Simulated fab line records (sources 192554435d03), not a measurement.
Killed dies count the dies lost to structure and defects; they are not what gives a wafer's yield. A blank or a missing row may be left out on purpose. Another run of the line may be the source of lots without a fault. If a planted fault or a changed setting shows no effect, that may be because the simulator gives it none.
Problem report in the 8D (eight disciplines) form, filled by code -- flow n5 finfet -- the parts of the form that need people (team, actions taken, sign-off) are left out

== 1. PROBLEM STATEMENT ==
At N5_MOL_CONTACT_COAG_ETCH_47, rf fwd power W averages 292.6 W over 6 wafers from 2 lots, while fault-free wafers read 387.0 W, standard deviation 1.9. Relative to the usual mean, that is a shift of -50 standard deviations.
The step: etches SiNx in CH3F/O2, stops on W, target depth 27 nm.
First seen on wafer L705.1, day 8 16:01, on rie diel-05. The record has a number at this step for 32 wafers belonging to 11 lots. Rule for "out", or "out of limits": more than 4 standard deviations from the usual mean. All remaining wafers that have a number are taken as sound.

== 2. WHAT THIS IS AND IS NOT ==
question,is,is not
which readings at this step,rf fwd power W,"bias w, drypump motor current A, oes product au, showerhead plenum p Torr, throttle valve pct"
which lots,"L705, L706","L691, L692, L695, L696, L698, L701, L703, L704, L713"
which wafers of those lots,all that have a number,-
read on which tools,rie diel-05,"rie diel-01, rie diel-04"
when,from day 8 16:01,up to then (23 sound wafers); but 3 sound wafers of L713 came after

== 3. WHAT RULES OUT EACH SUSPECT ==
Counting: a tool at any process step up to the reading remains a suspect when it ran all the lots that are out and ran no sound lot after the first of those.
- rie diel-05 at N5_MOL_CONTACT_COAG_ETCH_91 (etches SOC in N2/H2, target depth 60 nm, overetch 21 nm, time 101.2 s): kept. It processed each lot that is out, first L705 at day 8 15:47, and no sound lot thereafter; up to then, the last sound lot it processed was L698 at day 6 23:23.
- rie diel-05 at N5_MOL_CONTACT_COAG_ETCH_47 (etches SiNx in CH3F/O2, stops on W, target depth 27 nm): kept. It processed each lot that is out, first L705 at day 8 16:01, and no sound lot thereafter; up to then, the last sound lot it processed was L698 at day 6 23:37. Out on those wafers are its own readings of rf fwd power W.
After counting, rie diel-05 at N5_MOL_CONTACT_COAG_ETCH_91 and rie diel-05 at N5_MOL_CONTACT_COAG_ETCH_47 remain.

== 4. THE CAUSE (what the simulator had put in) ==
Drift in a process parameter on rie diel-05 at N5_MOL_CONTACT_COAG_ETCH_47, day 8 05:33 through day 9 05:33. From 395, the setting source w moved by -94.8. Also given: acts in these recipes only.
This tool is one of the 2 suspects left after counting.

== 5. THE EFFECT CHAIN, in route order ==
Each row: a reading whose mean over the struck wafers that have a number lies more than 3 standard deviations from the usual. Scope: only readings with a usual standard deviation given in the record; hours: median across lots of the time from each lot's start at the first step in this table that gives one to its start at this step; sigmas: change in usual standard deviations.
hours,step,reading,usual,on struck wafers,change,sigmas
0,N5_MOL_CONTACT_COAG_ETCH_47,etch rf on time s,31.5 s,34.7,+3.2,+4.3
0,N5_MOL_CONTACT_COAG_ETCH_47,rf fwd power W,387.0 W,292.6,-94.4,-50
0,N5_MOL_CONTACT_COAG_ETCH_47,rf vpp V,299 V,338,+40,+4.3
Here are the process steps it includes:
- N5_MOL_CONTACT_COAG_ETCH_47: etches SiNx in CH3F/O2, stops on W, target depth 27 nm.

== 6. WHAT WOULD HAVE CAUGHT IT SOONER ==
In this record no reading fell out of limits until day 8 16:01, 10 hours after the fault had begun at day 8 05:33.
